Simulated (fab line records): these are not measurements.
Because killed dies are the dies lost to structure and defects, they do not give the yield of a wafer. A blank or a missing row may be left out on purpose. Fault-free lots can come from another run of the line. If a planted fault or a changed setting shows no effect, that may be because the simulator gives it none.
Which tool did it?	flow nand harc	21 lots, 63 wafers sampled, at 6 steps of a route of 1302

== WHAT THE GAUGES READ, wafer by wafer ==
No reading from a measuring or inspecting step in the record can be judged against a usual standard deviation.

== WHICH TOOL RAN EACH LOT (tool, then ch and the chambers of the sampled wafers, then the start) ==
lot	NHARC_A_CHANNEL_HOLE_D2_ETCH_24	NHARC_A_CHANNEL_FILL_D2_STRIP_29	NHARC_A_STAIRCASE_DEP_156	NHARC_A_STAIRCASE_TRIM_12	NHARC_A_STAIRCASE_ETCH_19	NHARC_A_STAIRCASE_TRIM_24
L074	har etch-02 ch 0,1, day 13 09:29	rie diel-09 ch 1,2,3, day 15 12:53 or earlier	pecvd-02 ch 2, day 15 12:53	rie diel-12 ch 2,3, day 15 15:41	rie diel-12 ch 0,1,3, no start	rie diel-12 ch 1,2, no start
L076	har etch-01 ch 0,1, day 14 09:38	rie diel-09 ch 1,2,3, day 16 14:41 or earlier	pecvd-04 ch 0,2, day 16 14:41	rie diel-12 ch 0,2,3, day 16 17:29	rie diel-12 ch 1,2,3, no start	rie diel-07 ch 0,2,3, no start
L075	har etch-02 ch 1, day 14 12:10	rie diel-11 ch 0,3, day 16 18:08 or earlier	pecvd-04 ch 0,1, day 16 18:08	rie diel-04 ch 0,1,2, day 16 21:05	rie diel-04 ch 0,1, no start	rie diel-12 ch 0,3, no start
L077	har etch-02 ch 0,1, day 14 21:59	rie diel-11 ch 1,2,3, day 17 04:49 or earlier	pecvd-02 ch 0,2, day 17 04:49	rie diel-04 ch 0,1,3, day 17 07:34	rie diel-04 ch 0,3, no start	rie diel-04 ch 0,2,3, no start
L078	har etch-01 ch 0,1, day 15 05:40	rie diel-11 ch 0,2, day 17 10:34 or earlier	pecvd-04 ch 0,1, day 17 10:34	rie diel-04 ch 1,3, day 17 13:29	rie diel-04 ch 2,3, no start	rie diel-04 ch 2,3, no start
L079	har etch-02 ch 0,1, day 15 16:53	rie diel-13 ch 2,3, day 18 02:00 or earlier	pecvd-01 ch 0,1,2, day 18 02:00	rie diel-12 ch 0,1, day 18 04:55	rie diel-12 ch 0,2,3, no start	rie diel-12 ch 0,2,3, no start
L081	har etch-01 ch 0,1, day 15 23:35	rie diel-13 ch 0,2,3, day 18 08:32 or earlier	pecvd-01 ch 0,2, day 18 08:32	rie diel-07 ch 0,1,3, day 18 11:26	rie diel-07 ch 0,1,2, no start	rie diel-04 ch 1,2, no start
L080	har etch-02 ch 1, day 15 23:52	rie diel-11 ch 2,3, day 18 08:40 or earlier	pecvd-04 ch 0,1, day 18 08:40	rie diel-12 ch 0,1,3, day 18 11:43	rie diel-12 ch 0,1,3, no start	rie diel-12 ch 0,2,3, no start
L082	har etch-01 ch 0,1, day 16 13:14	rie diel-11 ch 1,2,3, day 18 22:02 or earlier	pecvd-02 ch 1,2, day 18 22:02	rie diel-07 ch 1,2,3, day 19 00:50	rie diel-07 ch 1,2, no start	rie diel-04 ch 1,2,3, no start
L083	har etch-01 ch 0,1, day 17 14:31	rie diel-13 ch 1,3, day 19 17:22 or earlier	pecvd-01 ch 0,1, day 19 17:22	rie diel-04 ch 0,2, day 19 21:23	rie diel-04 ch 0,1,2, no start	rie diel-04 ch 1,3, no start
L085	har etch-02 ch 0,1, day 17 16:25	rie diel-09 ch 0,1,3, day 19 17:23 or earlier	pecvd-02 ch 1,2, day 19 17:23	rie diel-04 ch 0,1,2, day 19 20:43	rie diel-04 ch 0,1, no start	rie diel-12 ch 1,2, no start
L086	har etch-02 ch 0,1, day 18 08:12	rie diel-13 ch 1,2,3, day 20 12:58 or earlier	pecvd-01 ch 1,2, day 20 12:58	rie diel-04 ch 1,3, day 20 15:49	rie diel-04 ch 1,3, no start	rie diel-04 ch 0,3, no start
L087	har etch-02 ch 0,1, day 18 21:28	rie diel-13 ch 0,2,3, day 21 04:16 or earlier	pecvd-01 ch 1,2, day 21 04:16	rie diel-04 ch 1,3, day 21 07:14	rie diel-04 ch 0,3, no start	rie diel-04 ch 0,1,3, no start
L088	har etch-02 ch 0,1, day 19 19:36	rie diel-11 ch 0,2,3, day 21 21:59 or earlier	pecvd-02 ch 0,1, day 21 21:59	rie diel-12 ch 0,1, day 22 01:01	rie diel-12 ch 1,3, no start	rie diel-04 ch 0,1,2, no start
L090	har etch-01 ch 1, day 20 05:30	rie diel-13 ch 1,2,3, day 22 13:05 or earlier	pecvd-01 ch 0,2, day 22 13:05	rie diel-12 ch 0,1,2, day 22 16:04	rie diel-12 ch 0,1,2, no start	rie diel-07 ch 0,2, no start
L091	har etch-02 ch 0,1, day 20 05:40	rie diel-11 ch 0,2, day 22 13:01 or earlier	pecvd-04 ch 1,2, day 22 13:01	rie diel-04 ch 0,1,2, day 22 15:42	rie diel-04 ch 1,2, no start	rie diel-04 ch 0,2, no start
L092	har etch-01 ch 0,1, day 20 22:31	rie diel-11 ch 0,1,3, day 23 02:55 or earlier	pecvd-04 ch 0,2, day 23 02:55	rie diel-12 ch 0,1,3, day 23 05:53	rie diel-12 ch 1,3, no start	rie diel-12 ch 0,1,3, no start
L093	har etch-02 ch 0,1, day 21 01:32	rie diel-11 ch 0,2,3, day 23 09:16 or earlier	pecvd-04 ch 0,1,2, day 23 09:16	rie diel-12 ch 0,1,3, day 23 12:25	rie diel-12 ch 1,2,3, no start	rie diel-07 ch 0,2,3, no start
L094	har etch-02 ch 0, day 22 06:39	rie diel-11 ch 0,1,2, day 24 07:30	pecvd-04 ch 0,1, day 24 13:44	rie diel-04 ch 0,1,2, day 24 16:35	rie diel-04 ch 0,3, no start	rie diel-04 ch 1,3, no start
L097	har etch-02 ch 0,1, day 23 01:16	rie diel-11 ch 0,3, day 25 04:23 or earlier	pecvd-02 ch 0,1,2, day 25 04:23	rie diel-07 ch 1,2, day 25 07:01	rie diel-07 ch 2,3, no start	rie diel-12 ch 1,2, no start
L096	har etch-01 ch 0,1, day 23 01:17	rie diel-11 ch 1,3, day 25 04:22 or earlier	pecvd-01 ch 1,2, day 25 04:22	rie diel-07 ch 0,1,3, day 25 07:22	rie diel-07 ch 0,2,3, no start	rie diel-12 ch 0,2,3, no start
- NHARC_A_CHANNEL_HOLE_D2_ETCH_24: etches the open film in C4F8/O2/Ar, time 906.2 s, target depth 1500 nm.
- NHARC_A_CHANNEL_FILL_D2_STRIP_29: strips in O2, time 20 s.
- NHARC_A_STAIRCASE_DEP_156: deposits SiNx, target thk 50 nm.
- NHARC_A_STAIRCASE_TRIM_12: chemistry O2, time 211.2 s.
- NHARC_A_STAIRCASE_ETCH_19: etches the open film in C4F8/O2, target depth 100 nm, time 40.5 s.
- NHARC_A_STAIRCASE_TRIM_24: chemistry O2, time 211.2 s.

== AS READ BY THE TOOLS THEMSELVES (means over the sampled wafers that have a number; for cases with no such wafer, the mark the record gives instead) ==
NHARC_A_CHANNEL_HOLE_D2_ETCH_24. Usual: drypump motor current A 5.9 A, standard deviation 0.48; mfc ar sccm 374.9 sccm, standard deviation 1.1; o2 flow sccm 31.21 sccm, standard deviation 0.088; showerhead plenum p Torr 3.73 Torr, standard deviation 0.14; throttle valve pct 32.236 %, standard deviation 0.0096.
lot	tool	drypump motor current A (A)	mfc ar sccm (sccm)	o2 flow sccm (sccm)	showerhead plenum p Torr (Torr)	throttle valve pct (%)	flag
L074	har etch-02	5.4	374.7	31.26	3.58	32.240	
L076	har etch-01	6.3	375.0	31.29	3.69	32.247	
L075	har etch-02	6.1	374.2	31.21	3.57	32.231	
L077	har etch-02	5.8	376.2	31.14	3.57	32.237	
L078	har etch-01	6.3	373.8	31.24	3.68	32.234	
L079	har etch-02	5.4	374.4	31.22	3.57	32.234	
L081	har etch-01	6.2	374.6	31.19	3.67	32.229	
L080	har etch-02	6.1	374.9	31.19	3.56	32.231	
L082	har etch-01	6.3	374.0	31.17	3.67	32.234	
L083	har etch-01	6.2	375.8	31.19	3.66	32.227	
L085	har etch-02	5.4	375.6	31.15	3.92	32.233	
L086	har etch-02	5.8	373.7	31.17	3.92	32.240	
L087	har etch-02	5.4	375.8	31.19	3.91	32.252	
L088	har etch-02	5.8	374.7	31.26	3.91	32.237	
L090	har etch-01	6.1	375.3	31.12	3.64	32.244	
L091	har etch-02	5.5	376.2	31.19	3.90	32.235	
L092	har etch-01	6.2	374.8	31.26	3.64	32.232	
L093	har etch-02	5.8	375.4	31.19	3.90	32.249	
L094	har etch-02	5.1	374.0	31.34	3.89	32.228	
L097	har etch-02	5.4	375.4	31.16	3.88	32.241	
L096	har etch-01	6.2	376.1	31.20	3.62	32.236	

NHARC_A_CHANNEL_FILL_D2_STRIP_29. Usual: drypump motor current A is 5.9 A with standard deviation 0.45, mfc ar sccm is 0.001 sccm with standard deviation 0.0041, o2 flow sccm is 499.9 sccm with standard deviation 1.4, oes product au is 1.000 a.u. with standard deviation 0.0076, rf vpp V is 57.9 V with standard deviation 0.94, showerhead plenum p Torr is 3.53 Torr with standard deviation 0.13, and throttle valve pct is 17.035 % with standard deviation 0.0089.
lot	tool	drypump motor current A (A)	mfc ar sccm (sccm)	o2 flow sccm (sccm)	oes product au (a.u.)	rf vpp V (V)	showerhead plenum p Torr (Torr)	throttle valve pct (%)	flag
L074	rie diel-09	5.9	0.007	501.2	1.003	57.7	3.53	17.036	
L076	rie diel-09	5.9	0.007	500.0	1.005	57.5	3.53	17.028	
L075	rie diel-11	5.7	0.000	501.2	1.000	57.9	3.58	17.030	
L077	rie diel-11	5.9	0.000	499.9	1.002	57.7	3.44	17.028	
L078	rie diel-11	6.2	0.000	499.0	1.006	57.9	3.52	17.039	
L079	rie diel-13	5.9	0.001	500.1	1.001	57.9	3.61	17.026	
L081	rie diel-13	6.0	0.000	500.6	0.999	58.8	3.59	17.031	
L080	rie diel-11	6.2	0.000	500.9	1.000	57.9	3.39	17.037	
L082	rie diel-11	5.9	0.000	499.8	1.007	56.6	3.44	17.033	
L083	rie diel-13	5.8	0.000	499.9	0.998	57.9	3.70	17.029	
L085	rie diel-09	5.9	0.000	498.0	1.002	57.7	3.45	17.036	
L086	rie diel-13	5.7	0.000	499.4	0.992	58.1	3.63	17.027	
L087	rie diel-13	6.0	0.000	500.1	1.006	57.9	3.59	17.029	
L088	rie diel-11	6.0	0.000	498.8	1.010	57.6	3.50	17.043	
L090	rie diel-13	5.7	0.000	500.9	0.988	58.1	3.63	17.034	
L091	rie diel-11	6.2	0.000	500.1	1.002	57.5	3.52	17.047	
L092	rie diel-11	5.7	0.000	498.6	1.000	57.9	3.55	17.033	
L093	rie diel-11	6.1	0.000	499.5	1.013	57.1	3.50	17.046	
L094	rie diel-11	6.1	0.000	498.8	1.004	57.9	3.46	17.038	
L097	rie diel-11	5.7	0.000	500.3	0.999	58.2	3.58	17.040	
L096	rie diel-11	5.6	0.000	501.1	0.998	58.2	3.53	17.042	

NHARC_A_STAIRCASE_DEP_156. Usual: heater power w at 696 W, with a standard deviation of 76.
lot	tool	heater power w (W)	flag
L074	pecvd-02	632	
L076	pecvd-04	675	
L075	pecvd-04	749	
L077	pecvd-02	671	
L078	pecvd-04	754	
L079	pecvd-01	693	
L081	pecvd-01	736	
L080	pecvd-04	772	
L082	pecvd-02	667	
L083	pecvd-01	671	
L085	pecvd-02	715	
L086	pecvd-01	681	
L087	pecvd-01	605	
L088	pecvd-02	723	
L090	pecvd-01	652	
L091	pecvd-04	801	
L092	pecvd-04	720	
L093	pecvd-04	703	
L094	pecvd-04	705	
L097	pecvd-02	659	
L096	pecvd-01	670	

NHARC_A_STAIRCASE_TRIM_12. Usual: drypump motor current A is 5.7 A with standard deviation 0.4, mfc ar sccm is 0.007 sccm with standard deviation 0.011, o2 flow sccm is 499.9 sccm with standard deviation 1.5, oes product au is 0.998 a.u. with standard deviation 0.0075, rf vpp V is 57.6 V with standard deviation 0.96, showerhead plenum p Torr is 3.46 Torr with standard deviation 0.16, and throttle valve pct is 17.036 % with standard deviation 0.0091.
lot	tool	drypump motor current A (A)	mfc ar sccm (sccm)	o2 flow sccm (sccm)	oes product au (a.u.)	rf vpp V (V)	showerhead plenum p Torr (Torr)	throttle valve pct (%)	flag
L074	rie diel-12	6.0	0.018	499.0	0.985	58.2	3.39	17.036	
L076	rie diel-12	6.1	0.009	499.6	0.997	56.6	3.39	17.032	
L075	rie diel-04	5.7	0.007	499.7	1.004	57.1	3.55	17.038	
L077	rie diel-04	5.9	0.003	499.3	1.002	57.7	3.53	17.029	
L078	rie diel-04	6.1	0.001	501.5	0.997	57.3	3.60	17.042	
L079	rie diel-12	5.7	0.000	499.9	1.006	57.6	3.43	17.038	
L081	rie diel-07	5.6	0.012	500.4	1.001	56.4	3.41	17.034	
L080	rie diel-12	5.9	0.000	501.0	0.997	57.9	3.41	17.039	
L082	rie diel-07	5.5	0.012	500.5	1.000	57.2	3.44	17.051	
L083	rie diel-04	5.6	0.008	498.9	0.999	57.5	3.36	17.041	
L085	rie diel-04	5.7	0.007	500.9	0.996	57.8	3.53	17.030	
L086	rie diel-04	5.9	0.003	500.2	0.999	59.0	3.69	17.036	
L087	rie diel-04	5.9	0.003	500.6	1.006	58.2	3.68	17.028	
L088	rie diel-12	5.6	0.000	499.7	1.000	56.8	3.41	17.036	
L090	rie diel-12	6.0	0.009	500.9	0.999	57.4	3.37	17.036	
L091	rie diel-04	5.7	0.007	499.9	0.996	58.2	3.52	17.036	
L092	rie diel-12	5.9	0.000	499.4	1.003	57.7	3.39	17.037	
L093	rie diel-12	5.8	0.000	500.3	1.005	56.9	3.39	17.029	
L094	rie diel-04	5.7	0.007	500.3	0.995	58.7	3.69	17.031	
L097	rie diel-07	5.6	0.024	500.8	0.996	57.9	3.39	17.036	
L096	rie diel-07	5.6	0.012	500.9	1.000	58.0	3.56	17.039	

NHARC_A_STAIRCASE_ETCH_19. Usual: oes product au 0.942 a.u., standard deviation 0.009; rf vpp V 894 V, standard deviation 6.1.
lot	tool	oes product au (a.u.)	rf vpp V (V)	flag
L074	rie diel-12	0.936	892	
L076	rie diel-12	0.942	892	
L075	rie diel-04	0.944	899	
L077	rie diel-04	0.943	890	
L078	rie diel-04	0.943	896	
L079	rie diel-12	0.941	890	
L081	rie diel-07	0.940	890	
L080	rie diel-12	0.944	891	
L082	rie diel-07	0.936	891	
L083	rie diel-04	0.942	896	
L085	rie diel-04	0.948	892	
L086	rie diel-04	0.934	901	
L087	rie diel-04	0.944	889	
L088	rie diel-12	0.935	891	
L090	rie diel-12	0.949	890	
L091	rie diel-04	0.946	899	
L092	rie diel-12	0.950	891	
L093	rie diel-12	0.937	892	
L094	rie diel-04	0.950	903	
L097	rie diel-07	0.939	893	
L096	rie diel-07	0.932	896	

NHARC_A_STAIRCASE_TRIM_24. Usual: drypump motor current A is 5.8 A with standard deviation 0.39, mfc ar sccm is 0.006 sccm with standard deviation 0.01, o2 flow sccm is 499.9 sccm with standard deviation 1.6, oes product au is 1.001 a.u. with standard deviation 0.0076, rf vpp V is 57.6 V with standard deviation 1, showerhead plenum p Torr is 3.47 Torr with standard deviation 0.15, and throttle valve pct is 17.036 % with standard deviation 0.0094.
lot	tool	drypump motor current A (A)	mfc ar sccm (sccm)	o2 flow sccm (sccm)	oes product au (a.u.)	rf vpp V (V)	showerhead plenum p Torr (Torr)	throttle valve pct (%)	flag
L074	rie diel-12	5.8	0.018	498.9	0.999	57.3	3.40	17.036	
L076	rie diel-07	5.4	0.000	499.7	1.014	57.3	3.39	17.039	
L075	rie diel-12	6.0	0.000	501.5	0.993	57.4	3.39	17.031	
L077	rie diel-04	5.9	0.006	500.4	0.996	57.1	3.44	17.031	
L078	rie diel-04	6.1	0.004	501.0	0.996	57.4	3.51	17.042	
L079	rie diel-12	6.1	0.009	498.2	0.998	58.0	3.38	17.041	
L081	rie diel-04	5.7	0.009	500.3	0.993	58.0	3.62	17.033	
L080	rie diel-12	6.2	0.009	497.7	0.997	57.2	3.38	17.032	
L082	rie diel-04	5.9	0.005	500.7	1.001	58.4	3.60	17.040	
L083	rie diel-04	6.1	0.001	499.4	1.004	58.5	3.58	17.032	
L085	rie diel-12	5.8	0.018	501.2	0.999	57.1	3.38	17.036	
L086	rie diel-04	6.1	0.002	499.7	0.999	57.5	3.41	17.039	
L087	rie diel-04	5.9	0.003	500.2	1.002	58.1	3.51	17.033	
L088	rie diel-04	5.7	0.007	498.1	1.005	57.6	3.52	17.036	
L090	rie diel-07	5.4	0.000	500.0	1.009	58.1	3.65	17.044	
L091	rie diel-04	5.6	0.008	499.4	0.993	57.5	3.35	17.038	
L092	rie diel-12	5.9	0.000	500.3	0.997	57.1	3.39	17.031	
L093	rie diel-07	5.4	0.000	499.4	1.005	57.6	3.54	17.040	
L094	rie diel-04	6.1	0.001	500.5	1.001	57.8	3.56	17.027	
L097	rie diel-12	5.7	0.018	500.0	1.007	58.1	3.36	17.037	
L096	rie diel-12	6.1	0.009	500.5	1.012	57.7	3.35	17.031	

== THE ANSWER, worked out from the rows above alone ==
Rule: lot off if the mean of its wafers having a number is beyond 3 standard deviations from the usual mean. A lot without any number at a reading at which 4 lots or more have one is off too. All remaining lots with rows at the step are treated as sound. After the gauges, taken in route order, come the tools' own readings; for these a lot's mean is taken, as printed above. At the first step where some lot is off, the reading lying furthest off is the one used; lots without a number count as furthest.
None of the lots is off at any reading shown; this tells nothing.

== WHAT THE SIMULATOR HAD INSERTED ==
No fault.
